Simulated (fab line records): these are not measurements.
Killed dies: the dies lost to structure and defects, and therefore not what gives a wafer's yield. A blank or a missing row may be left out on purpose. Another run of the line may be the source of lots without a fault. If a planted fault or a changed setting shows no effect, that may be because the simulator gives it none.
Split-lot trial + flow n5_finfet + 21 wafers read across 7 lots, on a route 1938 steps long

## ABOUT THE SPLIT
At N5_PASSIVATION_SPUTTER_20 (material TaN, target thk 50 nm), the setting target_thk_a was moved away from the recipe's 500 angstrom on 5 of the 21 wafers read, by -10.1% to +10.8%. This setting was run at the recipe's value on the other wafers.

The reading is taken at the split's own step.

## THE READING
TaN_of_PASSIVATION_SPUTTER_20.thk_nm (the simulator's own value, which no gauge read), in nm, at N5_PASSIVATION_SPUTTER_20 (material TaN, target thk 50 nm). The file does not state a usual value for it. The 16 wafers here that ran the recipe average 50.2 nm, standard deviation 0.28 nm.

| wafer  | tool, chamber at the split | target_thk_a as run, angstrom | against the recipe | TaN_of_PASSIVATION_SPUTTER_20.thk_nm, nm | against lot-mates on the recipe |
|--------|----------------------------|-------------------------------|--------------------|------------------------------------------|---------------------------------|
| L076.1 | pvd_sputter-02, -          | 500                           | recipe             | 50.4                                     | -                               |
| L076.6 | pvd_sputter-02, -          | 500                           | recipe             | 50.4                                     | -                               |
| L076.4 | pvd_sputter-02, -          | 500                           | recipe             | 50.2                                     | -                               |
| L079.1 | pvd_sputter-02, -          | 449.6                         | -10.1%             | 44.8                                     | -5.2                            |
| L079.3 | pvd_sputter-02, -          | 449.6                         | -10.1%             | 45                                       | -5.0                            |
| L079.6 | pvd_sputter-02, -          | 500                           | recipe             | 50                                       | -                               |
| L080.1 | pvd_sputter-03, -          | 526.6                         | +5.3%              | 53.8                                     | +3.4                            |
| L080.3 | pvd_sputter-03, -          | 526.6                         | +5.3%              | 52.8                                     | +2.4                            |
| L080.4 | pvd_sputter-03, -          | 500                           | recipe             | 50.4                                     | -                               |
| L082.2 | pvd_sputter-01, -          | 500                           | recipe             | 50.4                                     | -                               |
| L082.3 | pvd_sputter-01, -          | 500                           | recipe             | 50.4                                     | -                               |
| L082.5 | pvd_sputter-01, -          | 500                           | recipe             | 50.2                                     | -                               |
| L086.2 | pvd_sputter-02, -          | 500                           | recipe             | 50.2                                     | -                               |
| L086.3 | pvd_sputter-02, -          | 500                           | recipe             | 50                                       | -                               |
| L086.5 | pvd_sputter-02, -          | 500                           | recipe             | 50                                       | -                               |
| L089.2 | pvd_sputter-01, -          | 500                           | recipe             | 49.6                                     | -                               |
| L089.4 | pvd_sputter-01, -          | 500                           | recipe             | 49.6                                     | -                               |
| L089.6 | pvd_sputter-01, -          | 553.8                         | +10.8%             | 55.4                                     | +5.8                            |
| L090.1 | pvd_sputter-03, -          | 500                           | recipe             | 50.4                                     | -                               |
| L090.5 | pvd_sputter-03, -          | 500                           | recipe             | 50.2                                     | -                               |
| L090.6 | pvd_sputter-03, -          | 500                           | recipe             | 50.6                                     | -                               |

THE FIT
A straight line over all 21 wafers: TaN_of_PASSIVATION_SPUTTER_20.thk_nm changes by +0.521 nm for each +1% of target_thk_a; r = +0.99; the points scatter about the line by 0.34 nm.
The same after taking each lot's own level away (the mean of its wafers on the recipe; 21 wafers): +0.522 nm for each +1%; r = +1.00; scatter 0.2 nm.
On that fit, the largest move of target_thk_a shifts the reading by 5.6 nm.
Across the lots, their own levels run from 49.60 to 50.40 nm, a range of 2.9 times the standard deviation given above.
So the lot-to-lot level changes the slope little: the two slopes agree.
Check: with one of the wafers moved furthest among these (+10.8%) left out of the fit, the line predicts +5.57 nm for it against its lot-mates. Against them it came out at +5.8 nm.

## THESE WAFERS: OTHER SPLITS
Before the reading, these wafers also passed through other splits. Each is held against what the fit with the lots' levels taken away leaves over:
| other split on the same wafers    | wafers away from the commonest value | r with TaN_of_PASSIVATION_SPUTTER_20.thk_nm (lot level and that fit taken away) |
|-----------------------------------|--------------------------------------|---------------------------------------------------------------------------------|
| N5_BEOL_M14_PEB_26 peb_temp_c     | 6                                    | +0.01                                                                           |
| N5_BEOL_M14_TRENCH_ETCH_34 bias_w | 4                                    | +0.08                                                                           |
| N5_MIM_BOT_SPUTTER_00 time_s      | 8                                    | +0.07                                                                           |

## THE FILE'S OWN FIT
TaN_of_PASSIVATION_SPUTTER_20.thk_nm changes by +0.526 nm for each +1% of target_thk_a, r = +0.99.
